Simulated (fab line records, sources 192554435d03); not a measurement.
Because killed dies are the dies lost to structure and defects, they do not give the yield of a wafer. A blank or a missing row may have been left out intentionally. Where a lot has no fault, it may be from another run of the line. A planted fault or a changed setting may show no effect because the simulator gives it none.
fab line records	flow n5Finfet
record lots=6	wafers=18	lastDay=17
route steps=1938 shown BEOL_M7@1312 BEOL_M8@1332 PASSIVATION@1936
lots untouched by any fault: they come from a run of this same line in which no faults occurred
startH: the number of hours between the record's first day and the start of the first shown wafer of the lot	waitH: time in hours since the lot's previous step	" unchanged from the row above	L1.1+2: one row covering several wafers at once	- value missing, or start not given	* or withheld: withheld	< > ~ a bound
route shown NAME@n: names a module that has steps shown in the file, with the first one's number in the route	usual: mean and standard deviation over wafers with no fault	same: alike in all rows	chamber/n: place in a boat	sites: per-site readings	_std_site: the standard deviation of these	_edge_site: outer sites' mean less inner sites'	radiusMm: for every site, how far away it sits from the centre of the wafer	mask NAME#n: copy n	behind: the last tool/chamber to shape the wafer	hold: reason for holding the lot/hours on hold/outcome of the hold	device: which transistor (n, p or np) failed to switch	end of line: tests run on the same wafers once the route is complete	step lacking rows: just its recipe	killed: dies lost to structure and defects at the first sort, not the wafer's yield	map: dies across one wafer; x = killed, . = not, _ = none there
set.NAME: the setting as run; set.NAME@STEP: as run at that earlier step	model.NAME: the simulator's own value behind a step, which no gauge read
a table for each step, a row for each wafer; lots at some steps of the route
services: a tool's chamber out of use, with start hour (startH, from the record's first day; less than 0 if before it), hours out, and reason
## steps
# step N5_BEOL_M7_HM_STRIP_39
# recipe chemistry=peroxideTinStrip	material=TiN	targetDepthA=250	tempC=50	timeS=158
# step N5_BEOL_M7_SRD_40
# recipe timeS=30	tempC=23	rinseLiquid=diw	dry=ipaMarangoni
# step N5_BEOL_M7_PRECLEAN_42
# recipe chemistry=residueRemover	timeS=60	tempC=40
# step N5_BEOL_M7_SRD_43
# recipe timeS=30	tempC=23	rinseLiquid=diw	dry=ipaMarangoni
# step N5_BEOL_M7_CD_MEAS_35
# recipe targetCdNm=40	polarity=opening
# usual cdNm=40.0/0.47
lot.wafer	tool	chamber	startH	waitH	cdNm
L492.1	cdSem-02	-	230.75	0.0	39.9
L492.2	"	-	"	"	40.3
L492.4	"	-	"	"	40.6
L495.2	cdSem-02	-	233.42	0.0	39.8
L495.3	"	-	"	"	39.3
L495.6	"	-	"	"	39.1
L498.3	cdSem-02	-	264.90	0.0	39.4
L498.4	"	-	"	"	40.0
L498.6	"	-	"	"	39.2
L497.3	cdSem-03	-	270.06	0.0	39.9
L497.4	"	-	"	"	39.9
L497.6	"	-	"	"	39.7
L501.2	cdSem-02	-	279.41	0.0	40.8
L501.3	"	-	"	"	40.0
L501.6	"	-	"	"	40.1
L511.2	cdSem-01	-	334.77	0.0	40.3
L511.3	"	-	"	"	39.4
L511.4	"	-	"	"	39.9
# step N5_BEOL_M7_CURE_75
# recipe tempC=370	timeS=120	ambient=DMADMS/He	material=SiCOH_lowk
# step N5_BEOL_M7_DEGAS_44
# recipe ambient=vacuum	tempC=250	timeS=60
# usual heaterPowerW=313/28
lot.wafer	tool	chamber	startH	waitH	heaterPowerW
L492.1	pvdSputter-02	-	231.47	0.6	359
L492.2	"	-	"	"	326
L492.4	"	-	"	"	306
L495.2	pvdSputter-03	-	234.09	0.2	328
L495.3	"	-	"	"	317
L495.6	"	-	"	"	314
L498.3	pvdSputter-01	-	265.35	0.2	303
L498.4	"	-	"	"	306
L498.6	"	-	"	"	261
L497.3	pvdSputter-03	-	270.75	0.5	330
L497.4	"	-	"	"	316
L497.6	"	-	"	"	340
L501.2	pvdSputter-01	-	280.01	0.5	294
L501.3	"	-	"	"	307
L501.6	"	-	"	"	298
L511.2	pvdSputter-02	-	335.24	0.3	362
L511.3	"	-	"	"	319
L511.4	"	-	"	"	305
# step N5_BEOL_M7_PRE_CLEAN_45
# recipe gas=H2/He	timeS=30	tempC=250
# step N5_BEOL_M7_ALD_77
# recipe material=TaN	targetThkA=20	tempC=275	aldPrecursorFamily=PDMAT	aldCoReactant=NH3	pressureTorr=3	carrierFlowSccm=1500	pulseTimeS=2	purgeTimeS=3	coReactantPurgeTimeS=2	coReactantPulseTimeS=3	aldCycles=40	precursorVesselTempC=75	precursorVesselPressureTorr=26.25	precursorVesselCarrierSccm=1000
# step N5_BEOL_M7_SURFACE_TREAT_79
# recipe gas=Ar	timeS=*	ionEnergyEv=*	ionCurrentMaCm2=0.5	pressureMtorr=*	arFlowSccm=30
# usual throttleValvePct=*
lot.wafer	tool	chamber	startH	waitH	throttleValvePct
L492.1	pvdSputter-03	-	231.97	0.2	*
L492.2	"	-	"	"	*
L492.4	"	-	"	"	*
L495.2	pvdSputter-01	-	234.50	0.2	*
L495.3	"	-	"	"	*
L495.6	"	-	"	"	*
L498.3	pvdSputter-03	-	265.81	0.2	*
L498.4	"	-	"	"	*
L498.6	"	-	"	"	*
L497.3	pvdSputter-02	-	271.17	0.2	*
L497.4	"	-	"	"	*
L497.6	"	-	"	"	*
L501.2	pvdSputter-02	-	280.42	0.2	*
L501.3	"	-	"	"	*
L501.6	"	-	"	"	*
L511.2	pvdSputter-01	-	335.82	0.2	*
L511.3	"	-	"	"	*
L511.4	"	-	"	"	*
# step N5_BEOL_M7_CVD_78
# recipe material=Co	targetThkA=20	tempC=withheld	precursor=CCTBA/H2	pressureTorr=30	timeS=142.3
# step N5_BEOL_M7_SPUTTER_48
# recipe material=Cu	targetThkA=100	tempC=-20	biasV=60	powerW=26000	chamberPressurePa=0.13	timeS=1.667
# usual throttleValvePct=29.5/0.75
lot.wafer	tool	chamber	startH	waitH	throttleValvePct
L492.1	pvdSputter-02	-	233.47	1.2	29.3
L492.2	"	-	"	"	29.6
L492.4	"	-	"	"	28.2
L495.2	pvdSputter-02	-	234.77	0.1	30.4
L495.3	"	-	"	"	28.2
L495.6	"	-	"	"	29.3
L498.3	pvdSputter-02	-	267.75	1.7	29.2
L498.4	"	-	"	"	30.4
L498.6	"	-	"	"	30.4
L497.3	pvdSputter-01	-	271.57	0.3	29.6
L497.4	"	-	"	"	28.7
L497.6	"	-	"	"	29.7
L501.2	pvdSputter-02	-	280.62	0.1	29.2
L501.3	"	-	"	"	30.1
L501.6	"	-	"	"	29.3
L511.2	pvdSputter-03	-	336.10	0.1	30.2
L511.3	"	-	"	"	28.6
L511.4	"	-	"	"	29.3
# step N5_BEOL_M7_ECD_50
# recipe material=Cu	targetThkA=3000
lot.wafer	tool	chamber	startH	waitH
L492.1+2+4	ecdCu-02	1,0,1	233.59	0.1
L495.2+3+6	ecdCu-02	0	234.89	0.1
L498.3+4+6	ecdCu-01	1,0,0	267.89	0.1
L497.3+4+6	ecdCu-01	1,0,1	271.72	0.1
L501.2+3+6	ecdCu-01	0,0,1	280.74	0.1
L511.2+3+4	ecdCu-02	0,1,0	336.21	0.1
# step N5_BEOL_M7_ANNEAL_51
# recipe tempC=225	timeS=90	ambient=N2
# step N5_BEOL_M7_CMP_52
# recipe stopOn=SiCOH_lowk	tOverpolishS=6.9	downForcePsi=1	platenRpm=50	clearingPlatenDownForcePsi=1.5	clearingPlatenRpm=50	postCmpClean=cuAlkaline	targetThkNm=80	clearingPlatenPadVelocityMS=0.99484	padVelocityMS=0.99484
# step N5_BEOL_M7_THK_MEAS_53
# recipe thkMeasGauge=xrf	reads=Cu_of_BEOL_M7_ECD_50
# usual M7_THK=80.5/1.9
lot.wafer	tool	chamber	startH	waitH	M7_THK[nm]
L492.1	filmMetro-01	-	234.28	-	78.5
L492.2	"	-	"	"	77.5
L492.4	"	-	"	"	79.7
L495.2	filmMetro-02	-	235.58	-	82.0
L495.3	"	-	"	"	79.4
L495.6	"	-	"	"	82.1
L498.3	filmMetro-01	-	268.64	-	83.1
L498.4	"	-	"	"	80.1
L498.6	"	-	"	"	78.2
L497.3	filmMetro-01	-	272.40	-	80.5
L497.4	"	-	"	"	80.3
L497.6	"	-	"	"	76.3
L501.2	filmMetro-01	-	281.60	-	82.0
L501.3	"	-	"	"	77.8
L501.6	"	-	"	"	82.1
L511.2	filmMetro-01	-	337.68	-	79.7
L511.3	"	-	"	"	82.0
L511.4	"	-	"	"	82.2
# step N5_BEOL_M7_PRE_CLEAN_55
# recipe gas=NH3	timeS=15	tempC=withheld	rfPowerW=300
# step N5_BEOL_M7_DEP_56
# recipe material=SiCN	targetThkA=100	tempC=withheld	precursor=3MS/NH3	pressureTorr=3	rfW=202	timeS=17.5
# step N5_BEOL_M7_RS_MEAS_57
# recipe thkMeasGauge=four-point-probe	reads=Cu_of_BEOL_M7_ECD_50+Co_of_BEOL_M7_CVD_78+TaN_of_BEOL_M7_ALD_77
# usual M7_RS=0.288/0.0077
lot.wafer	tool	chamber	startH	waitH	M7_RS[ohm/sq]
L492.1	filmMetro-01	-	234.41	0.1	0.294
L492.2	"	-	"	"	0.297
L492.4	"	-	"	"	0.288
L495.2	filmMetro-02	-	235.71	0.1	0.282
L495.3	"	-	"	"	0.291
L495.6	"	-	"	"	0.281
L498.3	filmMetro-02	-	268.77	0.1	0.279
L498.4	"	-	"	"	0.292
L498.6	"	-	"	"	0.298
L497.3	filmMetro-01	-	272.53	0.1	0.286
L497.4	"	-	"	"	0.287
L497.6	"	-	"	"	0.303
L501.2	filmMetro-02	-	281.73	0.1	0.284
L501.3	"	-	"	"	0.301
L501.6	"	-	"	"	0.284
L511.2	filmMetro-02	-	337.81	0.1	0.294
L511.3	"	-	"	"	0.283
L511.4	"	-	"	"	0.283
# step N5_BEOL_M8_ILD_DEP_00
# recipe material=SiCOH_lowk	targetThkA=1797.5	tempC=300	precursor=DEMS/porogen	pressureTorr=5	rfW=500	timeS=33.4
# usual heaterPowerW=286/40	showerheadPlenumPTorr=5.740/0.017	throttleValvePct=14.1/0.81
lot.wafer	tool	chamber	startH	waitH	heaterPowerW	showerheadPlenumPTorr	throttleValvePct
L492.1	pecvd-03	0	234.47	0.0	326	5.769	15.5
L492.2	"	2	"	"	280	5.733	12.5
L492.4	"	1	"	"	294	5.747	13.8
L495.2	pecvd-02	2	235.77	0.0	327	5.748	14.3
L495.3	"	0	"	"	329	5.733	13.9
L495.6	"	2	"	"	330	5.750	14.2
L498.3	pecvd-02	2	268.83	0.0	302	5.756	14.6
L498.4	"	0	"	"	347	5.729	14.0
L498.6	"	1	"	"	265	5.751	14.9
L497.3	pecvd-04	1	272.62	0.1	231	5.734	13.6
L497.4	"	2	"	"	238	5.723	12.7
L497.6	"	1	"	"	242	5.746	13.7
L501.2	pecvd-03	1	281.79	0.0	290	5.753	14.1
L501.3	"	2	"	"	261	5.737	12.8
L501.6	"	0	"	"	335	5.752	15.5
L511.2	pecvd-02	0	337.88	0.0	327	5.742	13.8
L511.3	"	1	"	"	259	5.749	14.5
L511.4	"	2	"	"	314	5.748	14.4
# step N5_BEOL_M8_CURE_74
# recipe tempC=385	timeS=240	ambient=He/Ar	material=SiCOH_lowk
# step N5_BEOL_M8_THK_MEAS_01
# recipe reads=SiCOH_lowk_of_BEOL_M8_ILD_DEP_00
# usual M8_ILD_THK=154.9/1.8
lot.wafer	tool	chamber	startH	waitH	M8_ILD_THK[nm]
L492.1	filmMetro-02	-	235.53	0.8	153.7
L492.2	"	-	"	"	154.7
L492.4	"	-	"	"	156.2
L495.2	filmMetro-01	-	236.83	0.7	153.1
L495.3	"	-	"	"	150.8
L495.6	"	-	"	"	152.9
L498.3	filmMetro-02	-	269.41	0.3	150.2
L498.4	"	-	"	"	154.5
L498.6	"	-	"	"	154.3
L497.3	filmMetro-01	-	273.19	0.3	154.4
L497.4	"	-	"	"	153.1
L497.6	"	-	"	"	153.3
L501.2	filmMetro-01	-	282.37	0.4	156.5
L501.3	"	-	"	"	156.0
L501.6	"	-	"	"	159.8
L511.2	filmMetro-02	-	338.47	0.4	153.8
L511.3	"	-	"	"	154.2
L511.4	"	-	"	"	154.1
# step N5_BEOL_M8_PECVD_70
# recipe material=SiO2	targetThkA=200	tempC=400	precursor=TEOS/O2	pressureTorr=5.5	rfW=450	teosFlowSccm=53.8	gas=O2	flowSccm=3000	timeS=22.7
# step N5_BEOL_M8_HM_DEP_02
# recipe material=TiN	targetThkA=200	tempC=25	chamberPressurePa=0.49996
# step N5_BEOL_M8_COAT_59
# recipe resist=SOC	tempC=250	timeS=60	spinRpm=1500	resistThkNm=100
# step N5_BEOL_M8_COAT_60
# recipe resist=SiARC	tempC=220	timeS=60	spinRpm=1500	resistThkNm=35
# step N5_BEOL_M8_COAT_05
# recipe resist=CAR-ArF	spinRpm=1500	resistThkNm=90
# step N5_BEOL_M8_EBR_07
# recipe solvent=PGMEA	ebrWidthMm=1.5
# step N5_BEOL_M8_SOFTBAKE_06
# recipe tempC=110	timeS=60	resist=CAR-ArF
# step N5_BEOL_M8_EXPOSE_08
# recipe maskId=M8	na=1.35	sourceShape=dipole	sigmaInner=0.817	sigmaOuter=0.97	polarization=te	doseMj=68.25
# step N5_BEOL_M8_PEB_09
# recipe pebTempC=withheld	pebTimeS=60	resist=CAR-ArF
# step N5_BEOL_M8_DEVELOP_10
# recipe developTimeS=30	developer=TMAH	resist=CAR-ArF	rinseLiquid=diw	dry=airSpin	devTempC=23
# step N5_BEOL_M8_CD_MEAS_11
# recipe targetCdNm=38.5	landingEnergyEv=500	detector=seInlens	polarity=opening
# usual cdNm=38.4/0.4
lot.wafer	tool	chamber	startH	waitH	cdNm
L492.1	cdSem-02	0	237.67	-	38.1
L492.2	"	0	"	"	38.2
L492.4	"	0	"	"	38.1
L495.2	cdSem-02	0	238.07	-	38.1
L495.3	"	0	"	"	38.2
L495.6	"	0	"	"	38.4
L498.3	cdSem-02	0	270.63	-	38.8
L498.4	"	0	"	"	38.5
L498.6	"	0	"	"	38.5
L497.3	cdSem-01	0	273.90	-	39.1
L497.4	"	0	"	"	38.7
L497.6	"	0	"	"	38.6
L501.2	cdSem-03	0	284.76	-	38.8
L501.3	"	0	"	"	38.2
L501.6	"	0	"	"	38.9
L511.2	cdSem-03	0	339.52	-	38.7
L511.3	"	0	"	"	38.3
L511.4	"	0	"	"	38.7
# step N5_BEOL_M8_OVL_MEAS_12
# recipe pointsPerWafer=44
# usual M8_OVL=0.2/0.78
lot.wafer	tool	chamber	startH	waitH	M8_OVL[nm]
L492.1	overlay-02	0	237.70	0.0	0.5
L492.2	"	0	"	"	0.6
L492.4	"	0	"	"	0.5
L495.2	overlay-02	0	238.10	0.0	1.3
L495.3	"	0	"	"	-0.3
L495.6	"	0	"	"	1.4
L498.3	overlay-02	0	270.66	0.0	-1.4
L498.4	"	0	"	"	-0.6
L498.6	"	0	"	"	-0.6
L497.3	overlay-02	0	273.92	0.0	0.7
L497.4	"	0	"	"	0.8
L497.6	"	0	"	"	0.0
L501.2	overlay-01	0	284.79	0.0	0.6
L501.3	"	0	"	"	1.0
L501.6	"	0	"	"	1.2
L511.2	overlay-02	0	339.55	0.0	-0.6
L511.3	"	0	"	"	-0.2
L511.4	"	0	"	"	0.1
# step N5_BEOL_M8_DESCUM_16
# recipe chemistry=O2	timeS=7.9	sourcePowerW=50	biasPowerW=20	pressureMtorr=20	rfFrequencyHz=2.712e+07	tempC=40	resist=CAR-ArF	o2FlowSccm=225
# step N5_BEOL_M8_ETCH_61
# recipe chemistry=CF4	target=SiARC	targetDepthA=455	maskMaterial=CAR-ArF	timeS=75.8	ionEnergyEv=80	pressureMtorr=40	sourceW=545	biasW=36	Ar_flow_sccm=100	cf4FlowSccm=100	ends=cleared
# step N5_BEOL_M8_ETCH_62
# recipe chemistry=N2/H2	target=SOC	targetDepthA=1100	overetchA=220	maskMaterial=SiARC	tempC=40	timeS=165	ionEnergyEv=200	pressureMtorr=30	sourceW=840	biasW=150	n2FlowSccm=200	h2FlowSccm=200
# usual drypumpMotorCurrentA=5.8/0.41	oesProductAu=0.67/0.059	rfVppV=523.9/2.2	showerheadPlenumPTorr=2.55/0.073	throttleValvePct=17.9/0.33
lot.wafer	tool	chamber	startH	waitH	drypumpMotorCurrentA	oesProductAu	rfHoursCounterH	rfVppV	showerheadPlenumPTorr	throttleValvePct
L492.1	rieDiel-01	3	237.85	0.0	6.1	0.73	25	522.5	2.49	17.3
L492.2	"	1	"	"	5.5	0.67	128	524.9	2.55	17.5
L492.4	"	0	"	"	5.5	0.72	53	522.0	2.48	18.2
L495.2	rieDiel-01	3	238.25	0.0	6.2	0.75	25	523.1	2.49	17.3
L495.3	"	2	"	"	5.9	0.61	207	524.6	2.64	18.2
L495.6	"	3	"	"	6.1	0.74	-	522.5	2.49	17.3
L498.3	rieDiel-06	2	271.05	0.0	6.8	0.62	210	523.7	2.51	18.2
L498.4	"	0	"	"	5.8	0.63	-	523.2	2.54	17.9
L498.6	"	3	"	"	5.5	0.68	-	524.4	2.56	17.7
L497.3	rieDiel-06	2	274.11	0.0	6.8	0.61	211	523.6	2.51	18.2
L497.4	"	3	"	"	5.4	0.68	-	524.4	2.56	17.7
L497.6	"	2	"	"	6.8	0.61	-	523.1	2.51	18.2
L501.2	rieDiel-01	0	285.10	0.0	5.5	0.71	71	521.8	2.48	18.3
L501.3	"	1	"	"	5.5	0.65	144	524.0	2.55	17.5
L501.6	"	2	"	"	5.9	0.60	-	525.3	2.63	18.2
L511.2	rieDiel-06	0	339.70	0.0	5.7	0.61	195	522.9	2.53	18.0
L511.3	"	1	"	"	5.8	0.66	134	520.3	2.44	18.2
L511.4	"	1	"	"	5.8	0.65	-	521.0	2.44	18.2
# step N5_BEOL_M8_STRIP_68
# recipe chemistry=N2/H2	tempC=40	n2FlowSccm=200	h2FlowSccm=200	rfFrequencyHz=6e+07
# step N5_BEOL_M8_STRIP_67
# recipe chemistry=CF4	resist=SiARC	powerW=300	biasPowerW=75	pressureMtorr=50	cf4FlowSccm=150	rfFrequencyHz=6e+07
# step N5_BEOL_M8_HM_OPEN_17
# recipe chemistry=Cl2/BCl3	targetDepthA=200	overetchA=60	target=TiN	maskMaterial=SOC	ionEnergyEv=150	pressureMtorr=10	icpW=1000	biasW=126	Cl2_flow_sccm=53.25	bcl3FlowSccm=21.75	Ar_flow_sccm=25
# step N5_PASSIVATION_PROBE_49
# usual defectLimitedYield=91.1/1.4	killed_at_M0_to_M3=33/10	killed_at_M4_up=15/5.8	killedAtContacts=13/5.9	killedAtFrontEnd=39/11	killedAtOther=4/3.6	killedDies=105/16	killedOnRim=13/3.7	killedOpen=68/11	killedShort=34/7.8	sort_bin_5_function=5.2/0.88	sort_bin_6_memory=3.3/0.61	sortNPass=1075/16	sortYieldPct=91.1/1.4
# same grossDies=1180	killedAtBackSide=0	sort_bin_4_leakage[%]=0	sort_bin_8_speed[%]=0
lot.wafer	tool	chamber	startH	waitH	defectLimitedYield[%]	killed_at_M0_to_M3	killed_at_M4_up	killedAtContacts	killedAtFrontEnd	killedAtOther	killedDies	killedOnRim	killedOpen	killedShort	sort_bin_5_function[%]	sort_bin_6_memory[%]	sortNPass	sortYieldPct[%]
L495.2	prober-01	-	300.85	0.1	88.9	26	33	8	58	6	131	18	80	46	6.7	4.1	1049	88.9
L492.2	prober-01	-	309.32	0.2	92.7	30	5	10	41	0	86	15	57	25	3.9	3.1	1094	92.7
L492.4	prober-01	-	309.42	0.3	93.1	21	14	7	36	4	82	7	51	26	4.1	2.7	1098	93.1
L497.3	prober-01	-	345.53	0.1	48.1	34	553	8	18	0	613	79	56	20	31.2	17.4	567	48.1
L497.6	prober-01	-	345.68	0.3	50.3	35	515	7	27	2	586	77	51	30	30.6	15.4	594	50.3
L498.3	prober-01	-	347.50	0.1	90.4	37	6	22	48	0	113	14	77	32	5.2	4.1	1067	90.4
L498.4	prober-01	-	347.55	0.2	89.1	59	6	7	55	2	129	15	69	54	5.4	4.2	1051	89.1
L498.6	prober-01	-	347.65	0.3	90.1	36	7	18	50	6	117	12	80	34	5.3	4.1	1063	90.1
L501.2	prober-02	-	353.85	0.1	89.3	45	18	8	41	14	126	16	78	44	6.0	4.2	1054	89.3
L501.3	prober-02	-	353.90	0.1	91.5	30	19	11	38	2	100	13	70	27	4.7	3.3	1080	91.5
L501.6	prober-02	-	354.05	0.3	51.1	25	514	11	24	3	577	73	48	26	30.0	15.3	603	51.1
# killed by level:class
L495.2 FIN_SAQP:geometricParticle:open=20 BEOL_M4:geometricParticle:open=15 FIN_SAQP:geometricParticle:short=10 MOL_CONTACT_COAG:geometricParticle:open=6 GATE_CUT:geometricParticle:short=5 ILD0:geometricParticle:short=5 BEOL_M0_SAQP:geometricParticle:open=5 BEOL_M1:geometricParticle:open=5
L492.2 FIN_SAQP:geometricParticle:open=9 MOL_CONTACT_COAG:geometricParticle:open=9 FIN_SAQP:geometricParticle:short=6 GATE_CUT:geometricParticle:short=6 BEOL_M3:geometricParticle:open=6 STI_FIN_REVEAL:geometricParticle:open=5 DUMMY_GATE:geometricParticle:open=5 BEOL_M1:geometricParticle:open=5
L492.4 FIN_SAQP:geometricParticle:open=9 FIN_SAQP:geometricParticle:short=8 BEOL_M1:geometricParticle:open=6 STI_FIN_REVEAL:geometricParticle:open=4 BEOL_M2:geometricParticle:open=4 BEOL_M3:geometricParticle:open=4 GATE_CUT:geometricParticle:short=3 MOL_CONTACT_COAG:geometricParticle:open=3
L497.3 BEOL_M7:unspecified=536 BEOL_M2:geometricParticle:open=15 BEOL_M0_SAQP:geometricParticle:open=7 BEOL_M4:geometricParticle:open=7 MOL_CONTACT_COAG:geometricParticle:open=6 BEOL_M0_SAQP:geometricParticle:short=4 BEOL_M3:geometricParticle:open=4 FIN_SAQP:geometricParticle:short=3
L497.6 BEOL_M7:unspecified=503 BEOL_M2:geometricParticle:open=13 BEOL_M1:geometricParticle:open=6 FIN_SAQP:geometricParticle:short=5 BEOL_M4:geometricParticle:open=5 BEOL_M3:geometricParticle:open=5 MOL_CONTACT_COAG:geometricParticle:open=4 BEOL_M0_SAQP:geometricParticle:open=4
L498.3 MOL_CONTACT_COAG:geometricParticle:open=18 STI_FIN_REVEAL:geometricParticle:open=15 BEOL_M0_SAQP:geometricParticle:open=15 FIN_SAQP:geometricParticle:short=8 GATE_CUT:geometricParticle:short=6 BEOL_M3:geometricParticle:open=5 STI_FIN_REVEAL:geometricParticle:short=4 BEOL_M0_SAQP:geometricParticle:short=4
L498.4 GATE_CUT:geometricParticle:short=18 BEOL_M0_SAQP:geometricParticle:open=16 BEOL_M0_SAQP:geometricParticle:short=13 STI_FIN_REVEAL:geometricParticle:open=10 BEOL_M1:geometricParticle:open=10 FIN_SAQP:geometricParticle:short=9 FIN_SAQP:geometricParticle:open=7 BEOL_M3:geometricParticle:open=7
L498.6 MOL_CONTACT_COAG:geometricParticle:open=16 STI_FIN_REVEAL:geometricParticle:open=12 BEOL_M3:geometricParticle:open=9 BEOL_M0_SAQP:geometricParticle:short=8 FIN_SAQP:geometricParticle:open=7 BEOL_M0_SAQP:geometricParticle:open=7 DUMMY_GATE:geometricParticle:open=6 FIN_SAQP:geometricParticle:short=5
L501.2 BEOL_M2:geometricParticle:open=16 DUMMY_GATE:geometricParticle:open=8 BEOL_M4:geometricParticle:open=8 BEOL_M2:geometricParticle:short=7 FIN_SAQP:geometricParticle:open=6 FIN_SAQP:geometricParticle:short=6 MOL_CONTACT_COAG:geometricParticle:open=6 PASS1_DEP:geometricParticle:open=6
L501.3 BEOL_M4:geometricParticle:open=10 STI_FIN_REVEAL:geometricParticle:open=9 MOL_CONTACT_COAG:geometricParticle:open=9 BEOL_M2:geometricParticle:open=9 BEOL_M1:geometricParticle:open=7 FIN_SAQP:geometricParticle:short=5 DUMMY_GATE:geometricParticle:open=4 BEOL_M0_SAQP:geometricParticle:short=4
L501.6 BEOL_M7:unspecified=501 MOL_CONTACT_COAG:geometricParticle:open=9 BEOL_M4:geometricParticle:open=9 FIN_SAQP:geometricParticle:short=7 BEOL_M3:geometricParticle:open=5 BEOL_M1:geometricParticle:open=4 GATE_CUT:geometricParticle:open=3 GATE_CUT:geometricParticle:short=3
# map L497.3 (x killed, . not)
_________________.xx.xxxx...x________________
______________...x..xxx.x....x.._____________
___________.xxxx.x......xxx.x.xx.xx__________
__________..xx.xxxxx..xxx.x.x.xx...x_________
________xxx.x.xxx......x.xxx..x.x.x.xx_______
_______.xx...xx.x.x.xx.x.xxx.x...x..xxx______
______x..xx....xxxx.xxxx..xx..xxxx..xxx._____
_____xx.x.xx...xxx.x.x..xx.x.x.x.xxx.xxxx____
____.xxxxxxxxx..xxxx.xx.x.x..x...xxx.xx..x___
___xx..xxxx.xxxxxxx.xxxx..x....x.xxxxx....x__
___..x..xxx.x.xxxxxxx.x..xx.x....x.....xx..__
__.x..x..x.x.xxxxxx...x.xxxx.xxx.xxxx...x.xx_
__x.x.xxxx....xx.xx.xxx.xxxxx..x.xx..x....xx_
_xxxx.....xxx.xx.x.xxxxx.xxxxxx.x.x.x.....x.x
_.x.xx....x..x.x...x.xx..x..xx.x......x..xx.x
_xx.xx.xxxxx.xx.xxx.x.x.......x.xx...x...x.xx
_...x.xxx.xx.xx.xxxxxxxxx......xx.x.xxx...x.x
_xxxxx..xx.x..x.x....x.x..x..xxx.x.x.....xx.x
_.x.....xx.xx.x.xxx...xxx.xxxx....x.x.xx.xxx.
_x.xxxxxx.xxxxxxxxx...x..xxx.xx.xx.......x..x
_.xx.x.xx...xx..xxxxx..xxx.xx.xx..x.x...x..x.
__x.x.....x.....xx..x.xxx.xx.x.xx.xxx.x.xx.._
__xxxx.xx.x.xx.xx...xx..xxx..xx.xx......x..._
___x.x.x...xx.x...x.xx.x.x.x...xx..x.x.xxxx__
___x..xxxx...xx...x.xx..x..x.x.x.....x.....__
____xx.xx..x..x..xxxxxx...x.x..x..x...xx..___
_____.x.x.xxxx.x.xx.xx.xx...xxx.xxx.x...x____
______..xxx.xx.x...x..xx..xx.xxx.x...x.._____
_______..xxx.x.....xxx.xxxx.xx.xx......______
________.xx.xxx.xxx...xx..xx..x.xxxx.x_______
__________..x..xx.x.x.x....xxx....xx_________
___________x.xxxx.xxx.....xxx......__________
______________.....x.x.....x..x._____________
_________________x.x.x..x.x.x________________
# map L501.6 (x killed, . not)
_________________xx.xxx....x.________________
______________.xxx.x.xx....x.x.._____________
___________xxx...x..x..xxxxxx...xxx__________
__________.xxxx..x.xxxx.x.x..xxx.xx._________
________x.xxx....x..x..xx.xxx..x....x._______
_______....xxxx.xxxxxxxx....x.xx..xx.xx______
______..xx..xx......xxx....x...xx....xxx_____
_____.xx..x..xxxx.xxxx.xx.....xxx.x.xxx..____
____x...x.x.xx....x.x.....x.x.x......xx...___
___.x.xxxxx.....x.xxxx.xx.x.xxxx.x.xx.xxx..__
___...x.xxx.xxxxx..xxxxx..xx.xx....xx.x....__
__xx.x.xxx.x...x.....xxx...xxxxx.x..xx...xxx_
__x.xx....xx.xxxxx..x.x...x.x....xxxx...xx.x_
_.x....xxxx.xx.xxxx.x...xx.x....x...x.xxxxxxx
_xx..xxx.x.x.x..x.xxxx.x..xxxx...x..xxxx.x.x.
_xx..x.x..x....x...xxxxx.x...x.xxx..xx.xxxxxx
_...x...xx.x.....x......xx..xx.x..x.xxx..x...
_.x...x..xx.xxxx..xx...x..xx.xx.xx..x.x..x...
_...xx.xxx..............x..x..xxx..xx.x.x...x
_x....xx..x..x..x....x.xxx..x...xxx.xxxxx...x
_.x...x.x.x..x.x...xx.x....xxxx...xx.xxxxxx.x
__..x.x.x..x...xxx...xxxxxxx.xxx...x..xx.x.x_
__x.x.x.x..x.xx...x......x.xxx..x...xx.xxx.._
___xx..xx.x.x..xxxxxx...x.x..xx.x.x....xxx.__
___...x..x.x.xx.xx.x..x.......x...xxx..x..x__
____.xx..x.xxxx.x..x..x....xx...xxx..xx...___
_____x.x...xxxx.xxx..x.x....xxxxxx.xx..x.____
______.....x.xxxxx..xx.xxxxxxxx.x.x.x.xx_____
_______x...xxx..x.x..xx.xxx.x.xxxxx..xx______
________.xxxxx.x.x.xxxx...x.x...x.x..x_______
__________x..xx......x...xxx.x.xx.x._________
___________..xx.x....xxxxxxxxx.....__________
______________.xxxx..x.......xx._____________
_________________.x..x.x..x..________________
## services
tool	chamber	startH	hours	kind
ecdCu-02	-	218.67	12.1	repair
pecvd-04	-	229.84	4.3	pm
pecvd-04	-	236.77	3.5	repair
rieDiel-01	1	247.05	2.6	repair
pecvd-04	-	257.15	0.9	repair
ecdCu-01	-	263.90	0.5	repair
pecvd-04	0	267.48	5.5	scheduledDown
pecvd-02	1	291.17	6.9	repair
pecvd-04	-	292.11	1.9	repair
pecvd-03	2	307.31	8.5	repair
pecvd-03	-	318.67	1.6	repair
pecvd-04	0	321.03	5.0	scheduledDown
ecdCu-01	-	326.55	2.7	repair
pecvd-03	-	339.69	1.8	repair
## key
firstSign step=N5_PASSIVATION_PROBE_49	reading=killed_at_M4_up	direction=up	sigmas=89	usual=15	struck=527
effect step=N5_PASSIVATION_PROBE_49	reading=defectLimitedYield	direction=down	sigmas=31	usual=91.1	struck=49.8
moreKillsBornAt N5_BEOL_M7_ECD_50@ecdCu-01=1540
metAt N5_BEOL_M7_ECD_50
struckWafers L497.3,L497.6,L501.6
onsetBetween 267.89 271.72
fault kind=chamberParticleSource	tool=ecdCu-01	chamber=1	onsetH=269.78	steps=N5_BEOL_M7_ECD_50	ratePerVisitCm2=1.1741	endH=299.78
